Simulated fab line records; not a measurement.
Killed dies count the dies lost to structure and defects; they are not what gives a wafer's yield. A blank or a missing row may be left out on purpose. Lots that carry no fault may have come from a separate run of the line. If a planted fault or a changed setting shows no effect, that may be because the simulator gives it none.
Lot-split experiment | flow n5 finfet | 7 lots, 39 wafers read, on a route of 1938 steps

## THE SPLIT ITSELF
At N5_FIN_SAQP_ETCH_34 (etches SiO2 in C4F6/O2, target depth 45 nm, time 15 s), the setting source w was moved away from the recipe's 345 W on 12 of the 39 wafers read, by -16.2% to +10.7%. This setting was run at the recipe's value on the other wafers.

The split's own step is where the reading is taken.

## THE READING
rf vpp V, in V, at N5_FIN_SAQP_ETCH_34 (etches SiO2 in C4F6/O2, target depth 45 nm, time 15 s). A value of 675 V with a standard deviation of 10 V is what fault-free wafers of this fab line usually give.

wafer  | tool, chamber at the split | source w as run, W | against the recipe | rf vpp V, V | against lot-mates on the recipe
L076.1 | rie diel-02, 3             | 345                | recipe             | 660         | -
L076.5 | rie diel-02, 1             | 345                | recipe             | 665         | -
L076.6 | rie diel-02, 0             | 345                | recipe             | 672         | -
L080.1 | rie diel-01, 2             | 345                | recipe             | 680         | -
L080.2 | rie diel-01, 1             | 345                | recipe             | 684         | -
L080.3 | rie diel-01, 3             | 345                | recipe             | 656         | -
L080.4 | rie diel-01, 0             | 345                | recipe             | 665         | -
L080.5 | rie diel-01, 2             | 345                | recipe             | 680         | -
L080.6 | rie diel-01, 1             | 345                | recipe             | 685         | -
L081.1 | rie diel-06, 1             | 345                | recipe             | 679         | -
L081.2 | rie diel-06, 3             | 345                | recipe             | 681         | -
L081.3 | rie diel-06, 0             | 345                | recipe             | 678         | -
L081.4 | rie diel-06, 3             | 345                | recipe             | 681         | -
L081.5 | rie diel-06, 0             | 345                | recipe             | 677         | -
L081.6 | rie diel-06, 1             | 345                | recipe             | 679         | -
L082.1 | rie diel-02, 3             | 376.2              | +9.0%              | 631         | -48
L082.2 | rie diel-02, 2             | 345                | recipe             | 698         | -
L082.3 | rie diel-02, 1             | 345                | recipe             | 667         | -
L082.4 | rie diel-02, 0             | 376.2              | +9.0%              | 643         | -36
L082.5 | rie diel-02, 3             | 376.2              | +9.0%              | 632         | -47
L082.6 | rie diel-02, 0             | 345                | recipe             | 671         | -
L085.1 | rie diel-02, 0             | 381.9              | +10.7%             | 639         | -40
L085.2 | rie diel-02, 1             | 381.9              | +10.7%             | 632         | -47
L085.3 | rie diel-02, 2             | 345                | recipe             | 700         | -
L085.4 | rie diel-02, 0             | 345                | recipe             | 673         | -
L085.5 | rie diel-02, 2             | 381.9              | +10.7%             | 664         | -15
L085.6 | rie diel-02, 1             | 345                | recipe             | 665         | -
L092.1 | rie diel-06, 3             | 345                | recipe             | 681         | -
L092.2 | rie diel-06, 2             | 289.1              | -16.2%             | 734         | +54
L092.3 | rie diel-06, 0             | 289.1              | -16.2%             | 741         | +61
L092.4 | rie diel-06, 2             | 289.1              | -16.2%             | 736         | +56
L092.5 | rie diel-06, 3             | 345                | recipe             | 681         | -
L092.6 | rie diel-06, 0             | 345                | recipe             | 677         | -
L096.1 | rie diel-06, 0             | 364.9              | +5.8%              | 657         | -20
L096.2 | rie diel-06, 3             | 364.9              | +5.8%              | 661         | -16
L096.3 | rie diel-06, 2             | 345                | recipe             | 670         | -
L096.4 | rie diel-06, 1             | 345                | recipe             | 679         | -
L096.5 | rie diel-06, 3             | 345                | recipe             | 681         | -
L096.6 | rie diel-06, 2             | 364.9              | +5.8%              | 651         | -26

FIT RESULTS
A straight line over all 39 wafers: rf vpp V changes by -3.67 V for each +1% of source w; r = -0.92; the points scatter about the line by 10 V.
The same after taking each lot's own level away (the mean of its wafers on the recipe; 39 wafers): -3.66 V for each +1%; r = -0.93; scatter 9.3 V.
According to that fit, moving source w by its largest amount changes the reading by 59 V.
Measured against the standard deviation above, the lots' own levels, which go from 665.7 to 679.7 V, span 1.4 times it.
The two slopes agree, so the slope changes little with the lot-to-lot level.
Check: +60.1 V against its lot-mates is what the line predicts for one of the wafers moved furthest among these (-16.2%) when that wafer is left out of the fit. It came out at +54.3 V against them.
Tool readings at the split's step, against how far the setting was moved: rf vpp V r = -0.92.

## THE FILE'S OWN FIT
rf vpp V changes by -3.66 V for each +1% of source w, r = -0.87.
